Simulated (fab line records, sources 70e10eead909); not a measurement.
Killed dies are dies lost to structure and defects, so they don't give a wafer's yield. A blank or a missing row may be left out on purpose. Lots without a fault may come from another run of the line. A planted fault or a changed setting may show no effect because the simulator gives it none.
A struck lot beside a sound one | flow nand_harc | 18 steps out of a route of 1159
Sound: wafers L554.3, L554.5, L554.6. Struck: wafers L556.2, L556.3, L556.5. The cause comes at the end.
At each step with rows: each side's tool, then ch and its chambers, then its first start. Under that, the readings that differ: sound wafers | struck wafers | difference of the means | sigmas: that difference in standard deviations of wafers without a fault.
alike: readings whose means differ by less than 2 such deviations, and words and numbers that are the same on both sides. not compared: withheld readings, readings that some wafer has no value for, bounds like >300 that may hide the same value, and numbers for which the record gives no deviation and whose values overlap.
The two part at a step that has a row with sigmas, a row that says differs or no value, or rows on one side only. Numbers that don't overlap but have no deviation are shown without sigmas and don't part them. A reading that every wafer of one side lacks parts them only if that side has two wafers or more.

first, 2 steps without rows for these wafers: NHARC_P_STI_SRD_39; NHARC_P_STI_OXIDE_40 (material SiO2, target thk 10 nm, ox time 1362 s).
NHARC_P_STI_INSPECT_25:
  sound on defect_inspect-01, day 3 19:10; struck on defect_inspect-01, day 4 12:58
  alike: raw_defect_count
then, 9 steps without rows for these wafers: NHARC_P_GATE_ETCH_69 (etches SiO2 in dHF, target depth 14 nm); NHARC_P_GATE_PRECLEAN_70 (cleans in SC1); NHARC_P_GATE_SRD_01; NHARC_P_GATE_OXIDE_02 (material SiO2, target thk 37.5 nm, ox time 365 s); NHARC_P_GATE_DEHYDRATE_03 (time 120 s); NHARC_P_GATE_HMDS_04 (time 30 s); NHARC_P_GATE_COAT_05; NHARC_P_GATE_SOFTBAKE_06 (time 95 s); NHARC_P_GATE_EBR_07.
NHARC_P_GATE_EXPOSE_08: exposes mask P HV.
  sound on krf_scanner-02 ch 0, day 4 03:22; struck on krf_scanner-02 ch 0, day 4 21:01
  reading | sound                | struck                     | difference | sigmas
  mask    | P_HV#0 P_HV#0 P_HV#0 | P_HVPW#0 P_HVPW#0 P_HVPW#0 | differs    |
  alike: reticle_temp_C
then, 2 steps without rows for these wafers: NHARC_P_GATE_PEB_09 (peb time 85 s); NHARC_P_GATE_DEVELOP_10 (time 70 s).
NHARC_P_GATE_CD_MEAS_11: target cd 1640 nm.
  sound on cd_sem-02 ch 0, day 4 03:31; struck on cd_sem-01 ch 0, day 4 21:10
  reading    | sound                | struck | difference                    | sigmas
  cd_nm (nm) | 1640.8 1641.8 1640.4 | - - -  | no value on the struck wafers |
then, 1 step without rows for these wafers: NHARC_P_GATE_HARDBAKE_12 (time 80 s).
-- the record jumps here: 16 days lie between the struck wafers' starts before and after (it left off in module P_GATE and takes up again in module END, whose first step shown is number 1159 of the route) --
NHARC_END_SORT_01:
  the record has rows for the struck wafers here (prober-01 ch 0, day 20 09:59) and none for the sound ones

WHERE THEY PART
First at NHARC_P_GATE_EXPOSE_08; last, within this record, at NHARC_END_SORT_01.

WHY: what the simulator had put in
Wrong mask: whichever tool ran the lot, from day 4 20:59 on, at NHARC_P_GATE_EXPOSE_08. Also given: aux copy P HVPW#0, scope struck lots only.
